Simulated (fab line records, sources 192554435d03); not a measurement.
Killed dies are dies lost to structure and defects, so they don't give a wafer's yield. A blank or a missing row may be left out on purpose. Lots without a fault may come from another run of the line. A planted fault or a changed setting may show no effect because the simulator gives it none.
Chamber matching | flow n5_finfet | N5_BEOL_M6_VIA_ETCH_34 on rie_diel-05: 4 sister chambers
The step etches SiCOH lowk in C4F6/O2, target depth 126.3 nm, time 50.9 s. 4 wafers are shown with their chamber, then 9 later ones without.

WAFERS WITH THEIR CHAMBER
wafer  | chamber | showerhead_plenum_p_Torr (Torr)
L092.2 | 2       | 2.81
L093.3 | 1       | 2.76
L093.5 | 3       | 2.93
L093.6 | 0       | 2.83

WAFERS WITHOUT THEIR CHAMBER
wafer  | showerhead_plenum_p_Torr (Torr)
L079.1 | 2.75
L079.2 | 2.92
L079.6 | 2.92
L094.1 | 2.75
L094.2 | 2.92
L094.6 | 2.82
L095.1 | 2.92
L095.4 | 2.75
L095.6 | 2.75

WHICH CHAMBER EACH WENT THROUGH
wafer  | from the rows above     | in truth
L079.1 | 1                       | 1
L079.2 | 3                       | 3
L079.6 | 3                       | 3
L094.1 | 1                       | 1
L094.2 | 3                       | 3
L094.6 | can't be placed: 2 or 0 | 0
L095.1 | 3                       | 3
L095.4 | 1                       | 1
L095.6 | 1                       | 1
Placed correctly: 8 of 9. Can't be placed from these rows: 1 (the true chamber is among the candidates in 1). Placed wrongly: 0.
How it was worked out, from the rows above alone: a wafer's distance from a chamber is the root of the sum, over the readings, of the square of ((its reading less the chamber's mean) divided by the reading's scatter). The wafer belongs to the nearest chamber; if the next one is less than 2 further off, it can't be placed. A chamber's mean is the mean of its shown wafers. The scatter: with one shown wafer a chamber, the root of the mean of the squares of how far each hidden wafer lies from its nearest shown one.
